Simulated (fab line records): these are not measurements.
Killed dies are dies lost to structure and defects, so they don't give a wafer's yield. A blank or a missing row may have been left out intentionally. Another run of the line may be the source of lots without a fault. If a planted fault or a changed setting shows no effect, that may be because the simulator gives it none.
Problem report in the 8D (eight disciplines) form, filled by code :: flow n5_finfet :: the parts of the form that need people (team, actions taken, sign-off) are left out

== 1. PROBLEM STATEMENT ==
killed_at_other at N5_PASSIVATION_PROBE_49 reads a mean of 128.3 on 9 wafers of 3 lots; wafers without a fault read 3.6 with a standard deviation of 2.9. Relative to the usual mean, that is a shift of +43 standard deviations.
The first sign was on wafer L499.1 at day 18 10:26, on prober-01. The record has a number at this step for 9 wafers belonging to 3 lots. By rule, "out" or "out of limits" means more than 4 standard deviations away from the usual mean. All remaining wafers that have a number are taken as sound.

== 2. WHAT IT IS, WHAT IT ISN'T ==
question: which readings at this step
is: killed_at_other
is not: killed_at_M0_to_M3, killed_at_M4_up, killed_at_front_end, killed_short, sort_bin_8_speed

question: which lots
is: L498, L499, L500
is not: -

question: which wafers of those lots
is: all that have a number
is not: -

question: read on which tools
is: prober-01
is not: -

question: when
is: from day 18 10:26
is not: up to then (0 sound wafers)

== 3. THE SUSPECTS, EACH WITH WHAT RULES IT OUT ==
Counting: a tool at a process step up to the reading stays a suspect if it ran every lot that is out and no sound lot after the first of them.
- rie_diel-06 at N5_PASSIVATION_PASS_ETCH_74 (etches SiNx in CF4/O2, target depth 220 nm, time 110 s): kept. It ran every lot that is out, first L499 (day 18 03:41), and no sound lot after that.
- prober-01 at N5_PASSIVATION_PROBE_49: kept. It ran every lot that is out, first L499 (day 18 10:26), and no sound lot after that. Out on those wafers are its own readings of killed_at_other.
Left after counting: rie_diel-06 at N5_PASSIVATION_PASS_ETCH_74, prober-01 at N5_PASSIVATION_PROBE_49.

== 4. THE CAUSE (what the simulator had put in) ==
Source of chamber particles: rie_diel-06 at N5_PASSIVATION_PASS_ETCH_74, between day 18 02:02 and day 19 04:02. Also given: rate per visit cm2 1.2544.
2 suspects survive the count, and this tool is in that group.

== 5. THE CHAIN OF EFFECTS, in route order ==
Each row: a reading where the mean over the struck wafers with a number is more than 3 standard deviations away from the usual. Only readings whose record carries a usual standard deviation are examined. hours: median over the lots of the time between each lot's start at the first step of this table that gives one and its start at this step. sigmas: the change, counted in usual standard deviations.
hours: 0
step: N5_PASSIVATION_PROBE_49
reading: defect_limited_yield
usual: 91.5 %
on struck wafers: 81.4
change: -10.1
sigmas: -7.2

hours: 0
step: N5_PASSIVATION_PROBE_49
reading: killed_at_other
usual: 3.6
on struck wafers: 128.3
change: +124.7
sigmas: +43

hours: 0
step: N5_PASSIVATION_PROBE_49
reading: killed_dies
usual: 101
on struck wafers: 219
change: +118
sigmas: +7.0

hours: 0
step: N5_PASSIVATION_PROBE_49
reading: sort_bin_5_function
usual: 5.0 %
on struck wafers: 11.5
change: +6.5
sigmas: +6.7

hours: 0
step: N5_PASSIVATION_PROBE_49
reading: sort_n_pass
usual: 1079
on struck wafers: 960
change: -119
sigmas: -7.0

hours: 0
step: N5_PASSIVATION_PROBE_49
reading: sort_yield_pct
usual: 91.4 %
on struck wafers: 81.4
change: -10.0
sigmas: -7.2
It contains these process steps:
- N5_PASSIVATION_PROBE_49

== 6. WHAT WOULD HAVE CAUGHT IT SOONER ==
First out-of-limits reading in this record: day 18 10:26, which is 8 hours after fault onset at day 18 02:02.
No tool reading at N5_PASSIVATION_PASS_ETCH_74 that has a usual standard deviation in the record was out on any struck wafer, so an alarm limit of 4 standard deviations on those readings would not have fired.
Of the lots that are out (3), L500 began N5_PASSIVATION_PASS_ETCH_74 on rie_diel-06 after day 18 10:26. Holding the tool at that time would have saved it.
